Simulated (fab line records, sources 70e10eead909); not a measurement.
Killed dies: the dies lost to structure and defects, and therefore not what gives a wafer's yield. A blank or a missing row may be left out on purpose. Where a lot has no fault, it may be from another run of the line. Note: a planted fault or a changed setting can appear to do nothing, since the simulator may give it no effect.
The tool behind it: which one? -- flow nand-harc -- 33 wafers sampled from 11 lots at 1 step of a route of 1302

== WHAT THE GAUGES SHOWED, per wafer ==
NHARC_A_BLC_CD_MEAS_10 targets a cd of 100 nm.
lot,measured,on,cd-nm (nm)
L983,day 24 00:55,cd-sem-01,100.5 99.9 99.7
L986,day 24 10:31,cd-sem-03,99.7 99.6 99.7
L985,day 25 19:52,cd-sem-03,100.1 99.3 99.6
L988,day 26 13:16,cd-sem-02,99.8 99.3 98.8
L993,day 28 07:07,cd-sem-01,100.0 98.9 99.6
L995,day 29 01:06,cd-sem-02,99.3 100.0 98.9
L997,day 29 09:16,cd-sem-01,99.8 99.1 98.2
L998,day 29 11:04,cd-sem-01,100.2 99.8 99.1
L100,day 31 08:35,cd-sem-01,99.5 99.4 99.6
L102,day 31 14:43,cd-sem-03,99.5 99.5 99.6
L101,day 31 23:36,cd-sem-02,99.1 99.2 100.0

== WHICH TOOL RAN EACH LOT (tool, then ch and the chambers of the sampled wafers, then the start) ==
There is no process step in the record ahead of these readings.

== THE ANSWER, worked out from the rows above alone ==
Rule: the usual values come from the lots themselves. The widest of any qualifying gaps counts: lots, ordered by their means at a reading, are off when they make up no more than a third of the lots, leave a main group of 4 or more, and stand apart from it by 3 or more times the standard deviation of that group's means. The tables above print the reading to a certain number of digits; a main group whose means all agree to those digits is not used. Also off: a lot with no number at a reading for which 4 or more lots have one. The other lots that the step has rows for count as sound.
None of the lots is off at any reading shown; this tells nothing.

== WHAT THE SIMULATOR HAD INSERTED ==
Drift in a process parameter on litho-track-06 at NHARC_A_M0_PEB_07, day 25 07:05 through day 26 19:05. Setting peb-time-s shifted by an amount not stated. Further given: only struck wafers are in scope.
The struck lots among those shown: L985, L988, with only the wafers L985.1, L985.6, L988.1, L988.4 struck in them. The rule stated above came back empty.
